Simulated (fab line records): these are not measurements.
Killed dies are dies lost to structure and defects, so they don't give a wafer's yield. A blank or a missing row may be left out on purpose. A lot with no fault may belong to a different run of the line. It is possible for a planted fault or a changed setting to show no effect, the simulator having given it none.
Comparing a struck lot with a sound one :: flow nand-harc :: 13 out of 1159 route steps
Sound: these wafers, L788.2, L788.3, L788.6. Struck: wafers L794.1, L794.3, L794.6. The cause is named last.
At each step with rows: each side's tool, then ch and its chambers, then its first start. Under that, the readings that differ: sound wafers :: struck wafers :: difference of the means :: sigmas: that difference in standard deviations of wafers without a fault.
alike: readings whose means differ by less than 2 such deviations, and words and numbers that are the same on both sides. not compared: withheld readings, readings that some wafer has no value for, bounds like >300 that may hide the same value, and numbers for which the record gives no deviation and whose values overlap.
Wherever a step has rows on one side only, a row that says differs or no value, or a row with sigmas, the two part there. Numbers that have no deviation but don't overlap get no sigmas and don't part them. Lack of a reading on every wafer of one side parts them only where that side has two or more wafers.

NHARC_P_GATE_RTA_82: time 30 s.
  sound on rtp-anneal-01 ch 0, day 6 11:47; struck on rtp-anneal-01 ch 0, day 8 04:24
  alike: lamp-power-pct, wafer_temp_C_max
NHARC_P_GATE_INSPECT_68:
  struck on defect-inspect-01, day 8 04:35; sound on defect-inspect-02, day 6 11:58
  alike: raw-defect-count
NHARC_P_CONTACT_DEP_30: deposits SiNx, target thk 30 nm.
  sound on pecvd-03 ch 0,1,2, day 6 12:02; struck on pecvd-02 ch 1,2, day 8 04:42
  alike: heater-power-outer-w, heater-power-w, susceptor-temp-C
NHARC_P_CONTACT_DEP_00: deposits SiO2, target thk 500 nm.
  sound on pecvd-03 ch 0,1,2; struck on pecvd-02 ch 1,2
  alike: flow-sccm, heater-power-outer-w, heater-power-w, susceptor-temp-C, throttle-valve-pct
NHARC_P_CONTACT_CMP_01: polishes SiO2, target thk 200 nm.
  sound on cmp-01 ch 0,1,2, day 6 12:46; struck on cmp-02 ch 1,2,3, day 8 05:25
  alike: edge-zone-pressure-frac, motor-current-A, slurry-filter-dp-kPa
then, 6 steps without rows for these wafers: NHARC_P_CONTACT_SRD_03; NHARC_P_CONTACT_DEHYDRATE_04 (time 120 s); NHARC_P_CONTACT_HMDS_05 (time 30 s); NHARC_P_CONTACT_COAT_33 (time 75 s); NHARC_P_CONTACT_COAT_34 (time 65 s); NHARC_P_CONTACT_COAT_06 (resist thk 90 nm).
NHARC_P_CONTACT_SOFTBAKE_07: time 55 s.
  sound on litho-track-06 ch 0, day 6 13:00; struck on litho-track-06 ch 0, day 8 05:00
reading: heater-power-total-W (W)
sound: 188.40 188.44 188.55
struck: 323.10 323.01 323.78
difference: +134.83
sigmas: +99 or more
following that, these wafers have no rows for 1 step: NHARC_P_CONTACT_EBR_08.

## WHERE THEY PART
Only at NHARC_P_CONTACT_SOFTBAKE_07, as far as this record shows.

WHY: what had been put in by the simulator
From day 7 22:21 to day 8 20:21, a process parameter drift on litho-track-06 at NHARC_P_CONTACT_SOFTBAKE_07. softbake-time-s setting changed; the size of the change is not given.
